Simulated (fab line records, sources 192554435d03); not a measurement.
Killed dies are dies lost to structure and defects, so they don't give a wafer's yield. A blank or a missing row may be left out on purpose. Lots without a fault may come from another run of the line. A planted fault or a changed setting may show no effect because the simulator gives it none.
Which tool did it? | flow n5_finfet | 9 lots, 27 wafers sampled, at 2 steps of a route of 1938

WHAT THE GAUGES READ, wafer by wafer
N5_BEOL_M2_INSPECT_13: inspects for defects (brightfield).
lot  | measured     | on                | raw_defect_count
L565 | day 6 12:14  | defect_inspect-02 | 659 497 824
L566 | day 6 18:51  | defect_inspect-02 | 310 425 281
L568 | day 7 03:43  | defect_inspect-02 | 318 405 419
L570 | day 7 18:37  | defect_inspect-02 | 410 514 522
L572 | day 8 10:14  | defect_inspect-01 | 312 290 276
L575 | day 9 00:48  | defect_inspect-02 | 315 236 370
L578 | day 10 03:17 | defect_inspect-02 | 353 303 317
L585 | day 11 15:07 | defect_inspect-01 | 339 439 330
L587 | day 12 15:31 | defect_inspect-02 | 448 472 402

WHICH TOOL RAN EACH LOT (tool, then ch and the chambers of the sampled wafers, then the start)
lot  | N5_BEOL_M1_PRE_CLEAN_60
L565 | cvd_co-01 ch 0,2, day 6 10:37
L566 | cvd_co-02 ch 0,2, day 6 16:02
L568 | cvd_co-01 ch 1,2, day 7 01:06
L570 | cvd_co-02 ch 0,1, day 7 14:00
L572 | cvd_co-01 ch 0, day 8 08:43
L575 | cvd_co-02 ch 1,2, day 8 23:32
L578 | cvd_co-02 ch 1,2, day 10 01:40
L585 | cvd_co-02 ch 0,2, day 11 13:34
L587 | cvd_co-02 ch 1,2, day 12 13:08
- N5_BEOL_M1_PRE_CLEAN_60: time 15 s.

THE ANSWER, worked out from the rows above alone
Rule: what is usual is taken from the lots themselves. Put in order of their means at a reading, lots are off if they are a third of the lots or fewer, leave a main group of 4 or more, and stand apart from it by a gap of 3 or more times the standard deviation of the main group's means; of several such gaps the widest counts. A main group whose means are all the same, to the digits that the tables above print for the reading, isn't used. A lot without any number at a reading at which 4 lots or more have one is off too. The other lots that the step has rows for count as sound.
No lot is off at any reading shown: from this, nothing can be told.

WHAT THE SIMULATOR HAD PUT IN
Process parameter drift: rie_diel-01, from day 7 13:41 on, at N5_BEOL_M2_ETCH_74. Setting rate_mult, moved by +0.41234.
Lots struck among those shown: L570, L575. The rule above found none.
